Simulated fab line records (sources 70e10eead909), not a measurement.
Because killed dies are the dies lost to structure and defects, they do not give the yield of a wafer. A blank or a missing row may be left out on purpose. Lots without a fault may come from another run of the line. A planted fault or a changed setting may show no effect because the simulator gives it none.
Matching of chambers || flow nand harc || NHARC_P_M2_DEP_33 on pecvd-04 has 3 sister chambers
The step deposits SiCN, target thk 30 nm. 3 wafers are shown with their chamber, then 7 later ones without.

== WAFERS WITH THEIR CHAMBER ==
{"wafer": "L080.1", "chamber": 0, "heater power w (W)": 503}
{"wafer": "L085.1", "chamber": 1, "heater power w (W)": 579}
{"wafer": "L085.3", "chamber": 2, "heater power w (W)": 532}

== WAFERS WITH NO CHAMBER GIVEN ==
{"wafer": "L085.5", "heater power w (W)": 473}
{"wafer": "L095.2", "heater power w (W)": 482}
{"wafer": "L095.4", "heater power w (W)": 571}
{"wafer": "L095.6", "heater power w (W)": 492}
{"wafer": "L097.1", "heater power w (W)": 558}
{"wafer": "L097.2", "heater power w (W)": 521}
{"wafer": "L097.3", "heater power w (W)": 619}

== CHAMBER TAKEN BY EACH ==
{"wafer": "L085.5", "from the rows above": "can't be placed: 0 or 2", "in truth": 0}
{"wafer": "L095.2", "from the rows above": "can't be placed: 0 or 2", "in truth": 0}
{"wafer": "L095.4", "from the rows above": "can't be placed: 1 or 2", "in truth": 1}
{"wafer": "L095.6", "from the rows above": "can't be placed: 0 or 2", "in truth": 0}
{"wafer": "L097.1", "from the rows above": "can't be placed: 1 or 2 or 0", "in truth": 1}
{"wafer": "L097.2", "from the rows above": "can't be placed: 2 or 0", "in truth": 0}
{"wafer": "L097.3", "from the rows above": 1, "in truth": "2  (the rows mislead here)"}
Correct placement for 0 of the 7. From these rows, 6 cannot be placed; in 6 the true chamber is one of the candidates. Placed wrongly: 1.
How it was worked out, from the rows above alone: a wafer's distance from a chamber is the root of the sum, over the readings, of the square of ((its reading less the chamber's mean) divided by the reading's scatter). The wafer belongs to the nearest chamber; if the next one is less than 2 further off, it can't be placed. For every chamber, the mean is computed from those of its wafers that are shown. The scatter: with one shown wafer a chamber, the root of the mean of the squares of how far each hidden wafer lies from its nearest shown one.
